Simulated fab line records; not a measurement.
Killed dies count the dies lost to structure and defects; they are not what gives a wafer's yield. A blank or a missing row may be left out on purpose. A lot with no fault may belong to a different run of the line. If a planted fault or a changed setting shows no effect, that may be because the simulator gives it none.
2 desks looking at one fault / flow n5 finfet / what lay behind the numbers comes last; until then each desk has only its own

## TOOL OWNER'S DESK, implanter-01
N5_WELL_APT_IMPLANT_31, tool's own readings: per-lot mean of the sampled wafers with a number, covering each lot this tool ran. A lot is out of limits, marked OUT, if its mean lies more than 4 standard deviations from the usual mean; the brackets give that distance.
Columns: A = dose ions cm2 at N5_WELL_APT_IMPLANT_31, usual 1.5002e+13; B = faraday current uA at N5_WELL_APT_IMPLANT_31, usual 190
lot=L342; first seen here=day 1 15:31; A=1.4983e+13; B=192
lot=L348; first seen here=day 3 03:11; A=1.4991e+13; B=189
lot=L349; first seen here=day 3 09:15; A=1.4998e+13; B=188
lot=L350; first seen here=day 3 14:58; A=1.5018e+13; B=186
lot=L353; first seen here=day 4 09:32; A=1.4993e+13; B=194
lot=L355; first seen here=day 4 21:00; A=1.9153e+13 (+99 or more) OUT; B=246 (+15) OUT
lot=L356; first seen here=day 5 03:10; A=1.9151e+13 (+99 or more) OUT; B=240 (+13) OUT
This desk's verdict: out of limits on L355, L356, starting with L355 at day 4 21:00 (dose ions cm2 at N5_WELL_APT_IMPLANT_31). In limits: L342, L348, L349, L350, L353.

## FROM THE METROLOGY DESK
What the gauges read, lot by lot, whatever tool the lot ran on: means of the sampled wafers that have a number. A lot is out of limits, marked OUT, if its mean lies more than 4 standard deviations from the usual mean; the brackets give that distance.
Columns: A = cd nm at N5_WELL_APT_CD_MEAS_08, usual 200.4 nm; B = PWELL_OVL at N5_WELL_APT_OVL_MEAS_26, usual 4 nm
lot=L342; first seen here=day 1 13:43; A=199.9; B=9
lot=L344; first seen here=day 2 01:50; A=200.8; B=10
lot=L345; first seen here=day 2 07:42; A=200.8; B=9
lot=L346; first seen here=day 2 13:45; A=201.9; B=1
lot=L348; first seen here=day 3 01:44; A=200.7; B=9
lot=L349; first seen here=day 3 07:43; A=202.0; B=8
lot=L350; first seen here=day 3 13:37; A=199.2; B=2
lot=L351; first seen here=day 3 19:44; A=199.8; B=8
lot=L353; first seen here=day 4 07:50; A=201.0; B=-3
lot=L355; first seen here=day 4 19:34; A=200.4; B=11
lot=L356; first seen here=day 5 01:41; A=201.1; B=2
lot=L357; first seen here=day 5 07:50; A=200.1; B=9
Finding of this desk: none of the 12 lots has anything out of limits.

## BROUGHT TOGETHER
An alarm could have come from the tool owner's desk at day 4 21:00, on L355, L356.
At the metrology desk, nothing out of limits was observed.
The metrology desk has L355, L356 on record, within its limits.
On implanter-01, each named lot ran N5_WELL_APT_IMPLANT_31.

## WHAT WAS PUT IN BY THE SIMULATOR
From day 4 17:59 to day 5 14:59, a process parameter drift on implanter-01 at N5_WELL_APT_IMPLANT_31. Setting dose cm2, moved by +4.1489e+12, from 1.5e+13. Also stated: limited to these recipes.
Lots struck among those shown: L355, L356.
Hours from the fault's start to each desk's first reading out of limits: the tool owner's desk, 3.
